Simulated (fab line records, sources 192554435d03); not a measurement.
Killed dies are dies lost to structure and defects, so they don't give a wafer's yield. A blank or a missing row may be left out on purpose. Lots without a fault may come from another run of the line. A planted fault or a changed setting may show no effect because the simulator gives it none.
Chamber matching | flow n5_finfet | N5_BEOL_M12_ILD_DEP_00 on pecvd-02: 3 sister chambers
The step deposits SiOC from DEMS/O2, target thk 658.92 nm, time 130.7 s. 6 wafers are shown with their chamber, then 12 later ones without.

WAFERS WITH THEIR CHAMBER
wafer  | chamber | showerhead_plenum_p_Torr (Torr) | showerhead_vpp_V (V)
L089.1 | 2       | 5.716                           | 1338
L089.2 | 1       | 5.707                           | 1280
L089.3 | 0       | 5.687                           | 1321
L089.4 | 2       | 5.711                           | 1347
L089.5 | 1       | 5.701                           | 1281
L089.6 | 0       | 5.676                           | 1312

WAFERS WITHOUT THEIR CHAMBER
wafer  | showerhead_plenum_p_Torr (Torr) | showerhead_vpp_V (V)
L090.2 | 5.690                           | 1288
L090.5 | 5.677                           | 1323
L090.6 | 5.712                           | 1341
L093.3 | 5.685                           | 1290
L093.4 | 5.678                           | 1297
L093.5 | 5.693                           | 1287
L095.4 | 5.698                           | 1303
L095.5 | 5.687                           | 1309
L095.6 | 5.707                           | 1339
L097.1 | 5.718                           | 1347
L097.3 | 5.656                           | 1302
L097.4 | 5.708                           | 1364

WHICH CHAMBER EACH WENT THROUGH
wafer  | from the rows above     | in truth
L090.2 | 1                       | 1
L090.5 | 0                       | 0
L090.6 | 2                       | 2
L093.3 | can't be placed: 1 or 0 | 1
L093.4 | can't be placed: 0 or 1 | 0
L093.5 | 1                       | 1
L095.4 | can't be placed: 0 or 1 | 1
L095.5 | 0                       | 0
L095.6 | 2                       | 2
L097.1 | 2                       | 2
L097.3 | 0                       | 0
L097.4 | 2                       | 2
Placed correctly: 9 of 12. Can't be placed from these rows: 3 (the true chamber is among the candidates in 3). Placed wrongly: 0.
How it was worked out, from the rows above alone: a wafer's distance from a chamber is the root of the sum, over the readings, of the square of ((its reading less the chamber's mean) divided by the reading's scatter). The wafer belongs to the nearest chamber; if the next one is less than 2 further off, it can't be placed. A chamber's mean is the mean of its shown wafers. The scatter: the root of (the sum of the squares of (reading less its chamber's mean) over the shown wafers, divided by (wafers less chambers)).
